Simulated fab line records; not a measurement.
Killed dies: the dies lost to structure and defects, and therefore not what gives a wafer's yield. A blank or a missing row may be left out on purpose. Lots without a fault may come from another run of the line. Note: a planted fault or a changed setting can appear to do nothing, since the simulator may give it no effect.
Code-filled problem report in 8D (eight disciplines) form / flow nand harc / the parts of the form that need people (team, actions taken, sign-off) are left out

1. PROBLEM STATEMENT
At NHARC_A_WL_FILL_ETCHBACK_17, run length s averages 32.7 s over 4 wafers from 2 lots, while fault-free wafers read 47.8 s, standard deviation 0.44. That is -34 standard deviations from the usual mean.
The step: etches the open film in Cl2/BCl3, target depth 4 nm, time 26.7 s.
Earliest sighting: wafer L408.2 on rie metal-01 at day 20 11:47. At this step, 39 wafers from 13 lots have a number in the record. Rule for "out" (also "out of limits"): further than 4 standard deviations from the usual mean. Any other wafer with a number is counted as sound.

2. WHAT IT IS, WHAT IT ISN'T
question=which readings at this step | is=run length s | is not=drypump motor current A, oes product au
question=which lots | is=L408, L409 | is not=L393, L395, L396, L397, L398, L399, L401, L411, L413, L415, L416
question=which wafers of those lots | is=L408.2, L408.3, L408.6, L409.2 | is not=L409.1, L409.5
question=read on which tools | is=rie metal-01 | is not=rie metal-02, rie metal-03
question=when | is=from day 20 11:47 | is not=up to then (21 sound wafers); but 14 sound wafers of L409, L411, L413, L415, L416 came after

3. SUSPECTS, AND WHAT RULES EACH OUT
Counting: a tool at a process step up to the reading stays a suspect if it ran every lot that is out. Sound lots after the first of them don't rule it out here, since some wafers of a struck lot are sound.
- rie metal-01 at NHARC_A_WL_FILL_ETCHBACK_17 (etches the open film in Cl2/BCl3, target depth 4 nm, time 26.7 s): kept. It ran every lot that is out, first L408 (day 20 11:47); its last sound lot up to then is L401 (day 19 22:43). Its own readings are out on those wafers: run length s.
- Within rie metal-01 at NHARC_A_WL_FILL_ETCHBACK_17: the wafers that are out ran in chamber 0; their sound lot-mates ran in chamber 1.
After counting, what remains is rie metal-01 at NHARC_A_WL_FILL_ETCHBACK_17.

4. THE CAUSE (what the simulator had put in)
rie metal-01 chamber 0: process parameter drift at NHARC_A_WL_FILL_ETCHBACK_17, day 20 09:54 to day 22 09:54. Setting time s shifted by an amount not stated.
This tool alone remained once counting was done.

5. SEQUENCE OF EFFECTS, ordered by route
Each row: a reading where the mean over the struck wafers with a number is more than 3 standard deviations away from the usual. Only readings whose record carries a usual standard deviation are examined. hours: median over the lots of the time between each lot's start at the first step of this table that gives one and its start at this step. sigmas: the change, counted in usual standard deviations.
hours=0; step=NHARC_A_WL_FILL_ETCHBACK_17; reading=run length s; usual=47.8 s; on struck wafers=32.7; change=-15.1; sigmas=-34
The process steps in it:
- NHARC_A_WL_FILL_ETCHBACK_17: etches the open film in Cl2/BCl3, target depth 4 nm, time 26.7 s.
At these later measuring or inspecting steps, every struck wafer for which the step has a row has a number for every such reading, and none has moved that far: NHARC_END_SORT_01.

6. WHAT WOULD HAVE CAUGHT IT SOONER
In this record the first reading out of limits was taken at day 20 11:47, 2 hours after the fault began at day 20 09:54.
